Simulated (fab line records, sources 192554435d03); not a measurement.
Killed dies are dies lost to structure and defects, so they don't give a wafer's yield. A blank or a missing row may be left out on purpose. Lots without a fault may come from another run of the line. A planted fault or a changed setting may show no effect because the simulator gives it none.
fab line records | flow n5_finfet | part 1 of 2: steps 1 to 22 of 29
record lots=5 wafers=15 last_day=16
route steps=1938 shown BEOL_M7@1328 BEOL_M8@1332
lots that met no fault: from a run of the same line without faults
start_h: hours from the record's first day to the start of the lot's first wafer shown | wait_h: hours since the lot's step before | " the same as in the row above | L1.1+2: a row that stands for several wafers | - no value, or no start given | * or withheld: withheld | < > ~ a bound
route shown NAME@n: a module of which the file shows steps, and the number in the route of the first | usual: mean/standard deviation of fault-free wafers | same: alike in all rows | chamber/n: place in a boat | sites: the reading at each site | _std_site: their standard deviation | _edge_site: outer sites' mean less inner sites' | radius_mm: how far each site lies from the wafer's centre | mask NAME#n: copy n | behind: the tool/chamber that last shaped the wafer | hold: why the lot was held/for how many hours/how that ended | device: the transistor (n, p or np) that didn't switch | end of line: the same wafers' tests at the end of the route | a step without rows: its recipe alone | killed: dies lost to structure and defects at the first sort, not the wafer's yield | map: a wafer's dies, x killed, . not, _ none there
set.NAME: the setting as run; set.NAME@STEP: as run at that earlier step | model.NAME: the simulator's own value behind a step, which no gauge read
lots at some steps of the route; a table a step, a row a wafer
services: from which hour (start_h, from the record's first day; less than 0 if before it) a tool's chamber was out of use, for how many hours, and why
## steps
# step N5_BEOL_M7_PRE_CLEAN_55
# recipe gas=NH3 time_s=15 temp_c=withheld rf_power_w=300
# usual rf_fwd_power_W=295.5/1.2
# columns lot.wafer tool chamber start_h wait_h rf_fwd_power_W
L074.2 pecvd-02 1 204.02 0.0 295.4
L074.3 " 0 " " 296.7
L074.5 " 0 " " 296.8
L081.3 pecvd-04 2 240.99 0.0 295.2
L081.5 " 0 " " 295.3
L081.6 " 1 " " 298.5
L083.2 pecvd-03 2 257.22 0.0 295.2
L083.3 " 1 " " 294.9
L083.4 " 2 " " 296.4
L089.2 pecvd-04 1 304.86 0.0 296.9
L089.3 " 2 " " 296.0
L089.5 " 2 " " 295.3
L090.1 pecvd-03 2 313.01 0.0 295.7
L090.2 " 0 " " 294.7
L090.5 " 2 " " 294.9
# step N5_BEOL_M7_DEP_56
# recipe material=SiCN target_thk_a=100 temp_c=withheld precursor=3MS/NH3 pressure_torr=3 rf_w=202 time_s=17.5
# usual rf_fwd_power_W=199.8/0.73 showerhead_plenum_p_Torr=3.668/0.016 throttle_valve_pct=8.9/0.52
# columns lot.wafer tool chamber start_h wait_h rf_fwd_power_W showerhead_plenum_p_Torr throttle_valve_pct
L074.2 pecvd-02 1 204.05 0.0 199.6 3.674 9.2
L074.3 " 0 " " 201.3 3.671 9.4
L074.5 " 0 " " 201.4 3.658 9.5
L081.3 pecvd-04 2 241.01 0.0 199.6 3.666 8.0
L081.5 " 0 " " 197.9 3.664 9.3
L081.6 " 1 " " 199.7 3.655 9.4
L083.2 pecvd-03 2 257.25 0.0 200.5 3.675 8.4
L083.3 " 1 " " 199.9 3.660 9.8
L083.4 " 2 " " 200.3 3.669 8.6
L089.2 pecvd-04 1 304.89 0.0 200.8 3.650 9.4
L089.3 " 2 " " 199.3 3.659 8.3
L089.5 " 2 " " 199.3 3.662 8.1
L090.1 pecvd-03 2 313.03 0.0 200.0 3.675 8.8
L090.2 " 0 " " 199.2 3.702 8.6
L090.5 " 2 " " 200.1 3.682 8.5
# step N5_BEOL_M7_RS_MEAS_57
# recipe thk_meas_gauge=four-point-probe reads=Cu_of_BEOL_M7_ECD_50+Co_of_BEOL_M7_CVD_78+TaN_of_BEOL_M7_ALD_77
# usual M7_RS=0.290/0.011
# columns lot.wafer tool chamber start_h wait_h M7_RS[ohm/sq]
L074.2 film_metro-02 - 204.12 0.1 0.269
L074.3 " - " " 0.277
L074.5 " - " " 0.275
L081.3 film_metro-01 - 241.08 0.1 0.290
L081.5 " - " " 0.287
L081.6 " - " " 0.273
L083.2 film_metro-01 - 257.32 0.1 0.301
L083.3 " - " " 0.297
L083.4 " - " " 0.285
L089.2 film_metro-02 - 304.96 0.1 0.293
L089.3 " - " " 0.296
L089.5 " - " " 0.303
L090.1 film_metro-02 - 313.10 0.1 0.273
L090.2 " - " " 0.296
L090.5 " - " " 0.287
# step N5_BEOL_M7_INSPECT_58
# recipe inspect_instrument=darkfield mode=post_dep
# usual raw_defect_count=73/30
# columns lot.wafer tool chamber start_h wait_h raw_defect_count
L074.2 defect_inspect-02 - 204.14 0.0 70
L074.3 " - " " 72
L074.5 " - " " 55
L081.3 defect_inspect-01 - 241.11 0.0 67
L081.5 " - " " 70
L081.6 " - " " 72
L083.2 defect_inspect-01 - 257.34 0.0 112
L083.3 " - " " 95
L083.4 " - " " 137
L089.2 defect_inspect-01 - 304.98 0.0 71
L089.3 " - " " 73
L089.5 " - " " 127
L090.1 defect_inspect-01 - 313.13 0.0 86
L090.2 " - " " 87
L090.5 " - " " 127
# step N5_BEOL_M8_ILD_DEP_00
# recipe material=SiCOH_lowk target_thk_a=1797.5 temp_c=300 precursor=DEMS/porogen pressure_torr=5 rf_w=500 time_s=33.4
# usual heater_power_w=322/51 rf_fwd_power_W=495.2/1.8 showerhead_plenum_p_Torr=5.739/0.013 susceptor_temp_C=300.00/0.18 throttle_valve_pct=13.7/0.46
# columns lot.wafer tool chamber start_h wait_h heater_power_w rf_fwd_power_W showerhead_plenum_p_Torr susceptor_temp_C throttle_valve_pct
L074.2 pecvd-02 2 204.18 0.0 366 497.6 5.736 300.14 13.2
L074.3 " 1 " " 297 495.4 5.746 299.99 13.6
L074.5 " 1 " " 292 495.8 5.753 300.08 13.6
L081.3 pecvd-02 1 241.17 0.1 290 494.9 5.753 300.22 13.7
L081.5 " 2 " " 323 493.9 5.715 300.05 13.4
L081.6 " 1 " " 294 496.1 5.762 300.11 13.7
L083.2 pecvd-01 1 257.38 0.0 314 496.7 5.741 300.02 13.8
L083.3 " 2 " " 329 495.4 5.763 299.75 13.8
L083.4 " 0 " " 217 493.8 5.747 300.21 13.7
L089.2 pecvd-01 0 305.02 0.0 268 493.9 5.720 300.06 14.0
L089.3 " 1 " " 295 494.6 5.713 299.85 13.7
L089.5 " 2 " " 332 492.9 5.750 300.04 13.5
L090.1 pecvd-02 0 313.16 0.0 324 499.8 5.744 299.68 13.3
L090.2 " 2 " " 400 496.5 5.734 300.04 13.2
L090.5 " 0 " " 325 497.4 5.761 299.80 13.2
# step N5_BEOL_M8_CURE_74
# recipe temp_c=385 time_s=240 ambient=He/Ar material=SiCOH_lowk
# usual lamp_power_pct=52.31/0.057 wafer_temp_C_max=386.8/0.58
# columns lot.wafer tool chamber start_h wait_h lamp_power_pct wafer_temp_C_max
L074.2 uv_cure-01 2 204.32 0.1 52.30 386.2
L074.3 " 2 " " 52.33 386.7
L074.5 " 2 " " 52.38 386.4
L081.3 uv_cure-01 2 241.55 0.4 52.30 386.5
L081.5 " 2 " " 52.24 386.5
L081.6 " 2 " " 52.38 386.9
L083.2 uv_cure-02 1 257.52 0.1 52.36 387.1
L083.3 " 1 " " 52.35 386.9
L083.4 " 1 " " 52.29 387.0
L089.2 uv_cure-02 2 305.17 0.1 52.34 386.1
L089.3 " 2 " " 52.26 386.1
L089.5 " 2 " " 52.31 386.0
L090.1 uv_cure-01 0 313.23 0.0 52.36 388.0
L090.2 " 0 " " 52.30 387.1
L090.5 " 0 " " 52.29 387.7
# step N5_BEOL_M8_THK_MEAS_01
# recipe reads=SiCOH_lowk_of_BEOL_M8_ILD_DEP_00
# usual M8_ILD_THK=155.0/2.4
# columns lot.wafer tool chamber start_h wait_h M8_ILD_THK[nm]
L074.2 film_metro-01 - 204.76 0.4 152.8
L074.3 " - " " 153.0
L074.5 " - " " 154.8
L081.3 film_metro-02 - 242.22 0.5 156.4
L081.5 " - " " 155.2
L081.6 " - " " 155.5
L083.2 film_metro-02 - 257.96 0.4 157.2
L083.3 " - " " 156.4
L083.4 " - " " 161.7
L089.2 film_metro-02 - 305.60 0.4 153.0
L089.3 " - " " 152.1
L089.5 " - " " 157.2
L090.1 film_metro-02 - 313.74 0.4 152.9
L090.2 " - " " 151.0
L090.5 " - " " 153.3
# step N5_BEOL_M8_PECVD_70
# recipe material=SiO2 target_thk_a=200 temp_c=400 precursor=TEOS/O2 pressure_torr=5.5 rf_w=450 teos_flow_sccm=53.8 gas=O2 flow_sccm=3000 time_s=22.7
# usual heater_power_w=717/88 rf_fwd_power_W=444.8/1.8 showerhead_plenum_p_Torr=8.79/0.036 susceptor_temp_C=399.99/0.23 throttle_valve_pct=22.1/0.65
# columns lot.wafer tool chamber start_h wait_h heater_power_w rf_fwd_power_W showerhead_plenum_p_Torr susceptor_temp_C throttle_valve_pct
L074.2 pecvd-01 0 204.79 0.0 639 443.3 8.80 399.83 22.1
L074.3 " 2 " " 734 441.7 8.85 399.85 22.0
L074.5 " 0 " " 643 445.6 8.78 399.32 22.1
L081.3 pecvd-04 0 242.26 0.0 786 443.9 8.78 399.81 23.0
L081.5 " 0 " " 779 443.1 8.75 399.99 22.9
L081.6 " 2 " " 865 440.9 8.74 399.95 20.3
L083.2 pecvd-01 2 257.99 0.0 767 445.0 8.86 399.65 22.3
L083.3 " 1 " " 774 444.1 8.79 400.07 22.4
L083.4 " 0 " " 613 442.7 8.75 400.15 22.4
L089.2 pecvd-02 1 305.64 0.0 646 445.3 8.80 400.16 21.9
L089.3 " 0 " " 778 448.1 8.80 400.18 21.1
L089.5 " 1 " " 626 444.3 8.80 400.06 22.2
L090.1 pecvd-01 2 313.78 0.0 692 443.7 8.84 400.26 22.3
L090.2 " 0 " " 547 443.8 8.75 400.26 22.3
L090.5 " 1 " " 831 441.9 8.73 400.12 22.0
# step N5_BEOL_M8_HM_DEP_02
# recipe material=TiN target_thk_a=200 temp_c=25 chamber_pressure_pa=0.49996
# usual susceptor_temp_C=24.99/0.1 throttle_valve_pct=29.9/0.86
# columns lot.wafer tool chamber start_h wait_h susceptor_temp_C throttle_valve_pct
L074.2 pvd_sputter-01 - 206.38 1.6 25.00 30.4
L074.3 " - " " 25.26 30.2
L074.5 " - " " 25.01 30.1
L081.3 pvd_sputter-01 - 244.34 2.1 25.24 30.5
L081.5 " - " " 25.07 29.9
L081.6 " - " " 25.03 30.3
L083.2 pvd_sputter-03 - 258.43 0.4 24.85 30.9
L083.3 " - " " 25.04 30.2
L083.4 " - " " 24.98 29.6
L089.2 pvd_sputter-01 - 306.77 1.1 24.97 30.5
L089.3 " - " " 25.02 29.3
L089.5 " - " " 25.09 30.2
L090.1 pvd_sputter-02 - 314.82 1.0 24.89 30.4
L090.2 " - " " 25.13 27.7
L090.5 " - " " 24.85 28.9
# step N5_BEOL_M8_COAT_59
# recipe resist=SOC temp_c=250 time_s=60 spin_rpm=1500 resist_thk_nm=100
# usual spin_speed_rpm=1499.7/1.1
# columns lot.wafer tool chamber start_h wait_h spin_speed_rpm
L074.2 litho_track-03 0 206.51 0.1 1501.0
L074.3 " 0 " " 1499.3
L074.5 " 0 " " 1497.5
L081.3 litho_track-04 0 244.47 0.1 1499.2
L081.5 " 0 " " 1498.7
L081.6 " 0 " " 1499.0
L083.2 litho_track-05 0 258.57 0.1 1499.2
L083.3 " 0 " " 1501.8
L083.4 " 0 " " 1500.5
L089.2 litho_track-03 0 306.89 0.1 1501.8
L089.3 " 0 " " 1500.7
L089.5 " 0 " " 1499.0
L090.1 litho_track-04 0 314.95 0.1 1499.7
L090.2 " 0 " " 1499.9
L090.5 " 0 " " 1502.2
# step N5_BEOL_M8_COAT_60
# recipe resist=SiARC temp_c=220 time_s=60 spin_rpm=1500 resist_thk_nm=35
# usual spin_speed_rpm=1500.0/1.1
# columns lot.wafer tool chamber start_h wait_h spin_speed_rpm
L074.2 litho_track-03 0 - - 1500.0
L074.3 " 0 " " 1500.7
L074.5 " 0 " " 1500.9
L081.3 litho_track-04 0 - - 1501.2
L081.5 " 0 " " 1501.3
L081.6 " 0 " " 1498.8
L083.2 litho_track-05 0 - - 1499.3
L083.3 " 0 " " 1497.1
L083.4 " 0 " " 1498.6
L089.2 litho_track-03 0 - - 1501.1
L089.3 " 0 " " 1500.1
L089.5 " 0 " " 1499.5
L090.1 litho_track-04 0 - - 1499.0
L090.2 " 0 " " 1497.6
L090.5 " 0 " " 1502.3
# step N5_BEOL_M8_COAT_05
# recipe resist=CAR-ArF spin_rpm=1500 resist_thk_nm=90
# usual spin_speed_rpm=1499.8/1.2
# columns lot.wafer tool chamber start_h wait_h spin_speed_rpm
L074.2 litho_track-03 0 - - 1499.7
L074.3 " 0 " " 1500.4
L074.5 " 0 " " 1501.3
L081.3 litho_track-04 0 - - 1499.1
L081.5 " 0 " " 1498.5
L081.6 " 0 " " 1500.6
L083.2 litho_track-05 0 - - 1500.0
L083.3 " 0 " " 1499.3
L083.4 " 0 " " 1497.7
L089.2 litho_track-03 0 - - 1498.2
L089.3 " 0 " " 1499.2
L089.5 " 0 " " 1498.3
L090.1 litho_track-04 0 - - 1499.5
L090.2 " 0 " " 1499.5
L090.5 " 0 " " 1500.7
# step N5_BEOL_M8_EBR_07
# recipe solvent=PGMEA ebr_width_mm=1.5
# columns lot.wafer tool chamber start_h wait_h
L074.2+3+5 litho_track-03 0 - -
L081.3+5+6 litho_track-04 0 - -
L083.2+3+4 litho_track-05 0 - -
L089.2+3+5 litho_track-03 0 - -
L090.1+2+5 litho_track-04 0 - -
# step N5_BEOL_M8_SOFTBAKE_06
# recipe temp_c=110 time_s=60 resist=CAR-ArF
# columns lot.wafer tool chamber start_h wait_h
L074.2+3+5 litho_track-03 0 - -
L081.3+5+6 litho_track-04 0 - -
L083.2+3+4 litho_track-05 0 - -
L089.2+3+5 litho_track-03 0 - -
L090.1+2+5 litho_track-04 0 - -
# step N5_BEOL_M8_EXPOSE_08
# recipe mask_id=M8 na=1.35 source_shape=dipole sigma_inner=0.817 sigma_outer=0.97 polarization=te dose_mj=68.25
# same na=1.35
# columns lot.wafer tool chamber start_h wait_h mask
L074.2+3+5 arfi_scanner-02 0 206.76 - M8#0
L081.3+5+6 arfi_scanner-03 0 244.73 - M8#0
L083.2+3+4 arfi_scanner-01 0 258.82 - M8#0
L089.2+3+5 arfi_scanner-01 0 307.14 - M8#0
L090.1+2+5 arfi_scanner-03 0 315.19 - M8#0
# step N5_BEOL_M8_PEB_09
# recipe peb_temp_c=withheld peb_time_s=60 resist=CAR-ArF
# columns lot.wafer tool chamber start_h wait_h
L074.2+3+5 litho_track-03 0 206.81 0.0
L081.3+5+6 litho_track-04 0 244.78 0.0
L083.2+3+4 litho_track-04 0 258.87 0.0
L089.2+3+5 litho_track-05 0 307.20 0.0
L090.1+2+5 litho_track-04 0 315.26 0.1
# step N5_BEOL_M8_DEVELOP_10
# recipe develop_time_s=30 developer=TMAH resist=CAR-ArF rinse_liquid=diw dry=air_spin dev_temp_c=23
# columns lot.wafer tool chamber start_h wait_h
L074.2+3+5 litho_track-03 0 - -
L081.3+5+6 litho_track-04 0 - -
L083.2+3+4 litho_track-04 0 - -
L089.2+3+5 litho_track-05 0 - -
L090.1+2+5 litho_track-04 0 - -
# step N5_BEOL_M8_CD_MEAS_11
# recipe target_cd_nm=38.5 landing_energy_ev=500 detector=se_inlens polarity=opening
# usual cd_nm=38.4/0.64
# columns lot.wafer tool chamber start_h wait_h cd_nm
L074.2 cd_sem-02 0 206.88 - 38.6
L074.3 " 0 " " 38.0
L074.5 " 0 " " 37.8
L081.3 cd_sem-03 0 244.84 - 38.2
L081.5 " 0 " " 37.9
L081.6 " 0 " " 38.1
L083.2 cd_sem-02 0 258.94 - 37.6
L083.3 " 0 " " 38.3
L083.4 " 0 " " 38.6
L089.2 cd_sem-02 0 307.27 - 38.3
L089.3 " 0 " " 38.1
L089.5 " 0 " " 39.0
L090.1 cd_sem-03 0 315.32 - 38.0
L090.2 " 0 " " 38.0
L090.5 " 0 " " 38.4
# step N5_BEOL_M8_OVL_MEAS_12
# recipe points_per_wafer=44
# usual M8_OVL=-0.3/0.76
# columns lot.wafer tool chamber start_h wait_h M8_OVL[nm]
L074.2 overlay-01 0 206.91 0.0 -0.4
L074.3 " 0 " " 0.2
L074.5 " 0 " " -0.2
L081.3 overlay-02 0 244.87 0.0 -0.1
L081.5 " 0 " " -0.1
L081.6 " 0 " " -0.4
L083.2 overlay-02 0 258.97 0.0 -0.7
L083.3 " 0 " " -0.5
L083.4 " 0 " " -2.2
L089.2 overlay-02 0 307.29 0.0 0.1
L089.3 " 0 " " -0.6
L089.5 " 0 " " -1.1
L090.1 overlay-01 0 315.35 0.0 -0.4
L090.2 " 0 " " -0.9
L090.5 " 0 " " -0.4
# step N5_BEOL_M8_INSPECT_13
# recipe mode=adi inspect_instrument=brightfield
# usual raw_defect_count=408/90
# columns lot.wafer tool chamber start_h wait_h raw_defect_count
L074.2 defect_inspect-01 - 206.94 0.0 473
L074.3 " - " " 369
L074.5 " - " " 260
L081.3 defect_inspect-01 - 244.90 0.0 426
L081.5 " - " " 430
L081.6 " - " " 445
L083.2 defect_inspect-01 - 258.99 0.0 495
L083.3 " - " " 387
L083.4 " - " " 554
L089.2 defect_inspect-01 - 307.32 0.0 327
L089.3 " - " " 403
L089.5 " - " " 505
L090.1 defect_inspect-02 - 315.38 0.0 330
L090.2 " - " " 318
L090.5 " - " " 405
# step N5_BEOL_M8_DESCUM_16
# recipe chemistry=O2 time_s=7.9 source_power_w=50 bias_power_w=20 pressure_mtorr=20 rf_frequency_hz=2.712e+07 temp_c=40 resist=CAR-ArF o2_flow_sccm=225
# usual drypump_motor_current_A=6.0/0.44 oes_product_au=0.82/0.097 rf_fwd_power_W=49.40/0.24 rf_vpp_V=243.6/1.5 showerhead_plenum_p_Torr=2.11/0.075 throttle_valve_pct=20.32/0.21
# columns lot.wafer tool chamber start_h wait_h drypump_motor_current_A oes_product_au rf_fwd_power_W rf_hours_counter_h rf_vpp_V showerhead_plenum_p_Torr throttle_valve_pct
L074.2 rie_diel-04 1 207.04 0.1 5.9 0.95 49.64 8 243.7 2.13 20.14
L074.3 " 2 " " 6.0 0.82 49.60 89 245.4 2.19 20.33
L074.5 " 2 " " 6.0 0.82 49.46 - 243.4 2.19 20.31
L081.3 rie_diel-06 2 244.97 0.1 4.9 0.70 49.43 238 243.7 2.08 20.59
L081.5 " 1 " " 5.8 0.78 48.88 - 241.5 2.03 20.31
L081.6 " 0 " " 6.4 0.73 49.21 - 243.3 2.08 20.21
L083.2 rie_diel-02 3 259.03 0.0 6.8 0.98 49.18 1 242.0 2.04 20.36
L083.3 " 0 " " 5.8 0.69 49.85 212 242.0 2.00 20.46
L083.4 " 1 " " 6.3 0.81 49.71 85 245.5 2.12 20.48
L089.2 rie_diel-06 1 307.63 0.3 5.8 0.76 49.03 140 241.7 2.02 20.34
L089.3 " 2 " " 4.9 0.98 49.29 5 242.0 2.07 20.27
L089.5 " 3 " " 6.4 0.74 49.18 - 246.4 2.18 20.54
L090.1 rie_diel-02 2 315.58 0.2 5.8 0.92 49.52 30 241.7 2.04 20.14
L090.2 " 0 " " 5.8 0.67 49.38 232 240.9 2.00 20.50
L090.5 " 0 " " 5.8 0.68 49.60 - 240.9 2.00 20.50
# step N5_BEOL_M8_ETCH_61
# recipe chemistry=CF4 target=SiARC target_depth_a=455 mask_material=CAR-ArF time_s=75.8 ion_energy_ev=80 pressure_mtorr=40 source_w=545 bias_w=36 Ar_flow_sccm=100 cf4_flow_sccm=100 ends=cleared
# usual drypump_motor_current_A=6.0/0.44 etch_rf_on_time_s=76.7/2.3 oes_product_au=0.70/0.082 rf_fwd_power_W=540.0/2.2 rf_vpp_V=184.4/1.2 showerhead_plenum_p_Torr=2.16/0.077 throttle_valve_pct=15.49/0.18
# columns lot.wafer tool chamber start_h wait_h drypump_motor_current_A etch_rf_on_time_s oes_product_au rf_fwd_power_W rf_hours_counter_h rf_vpp_V showerhead_plenum_p_Torr throttle_valve_pct
L074.2 rie_diel-04 1 207.07 0.0 5.9 76.9 0.78 541.3 8 184.9 2.17 15.27
L074.3 " 2 " " 6.0 74.9 0.70 539.2 89 184.4 2.25 15.59
L074.5 " 2 " " 6.0 74.0 0.70 540.4 - 185.6 2.25 15.59
L081.3 rie_diel-06 2 245.01 0.0 4.9 75.7 0.61 542.2 238 183.6 2.11 15.68
L081.5 " 1 " " 5.8 79.8 0.66 537.2 - 183.4 2.07 15.47
L081.6 " 0 " " 6.4 76.6 0.63 539.9 - 183.5 2.15 15.54
L083.2 rie_diel-02 3 259.06 0.0 6.8 78.0 0.81 537.3 1 184.5 2.10 15.56
L083.3 " 0 " " 5.8 78.7 0.59 542.3 212 182.8 2.03 15.54
L083.4 " 1 " " 6.3 78.3 0.68 543.6 85 184.2 2.17 15.58
L089.2 rie_diel-06 1 307.67 0.0 5.8 80.0 0.64 538.0 140 183.3 2.06 15.52
L089.3 " 2 " " 4.9 73.1 0.84 542.2 5 182.6 2.11 15.21
L089.5 " 3 " " 6.4 77.0 0.63 541.3 - 185.2 2.22 15.65
L090.1 rie_diel-02 2 315.62 0.0 5.9 76.6 0.78 539.9 30 183.8 2.12 15.43
L090.2 " 0 " " 5.8 78.1 0.59 541.9 232 183.6 2.02 15.59
L090.5 " 0 " " 5.8 78.3 0.58 543.8 - 183.3 2.02 15.58
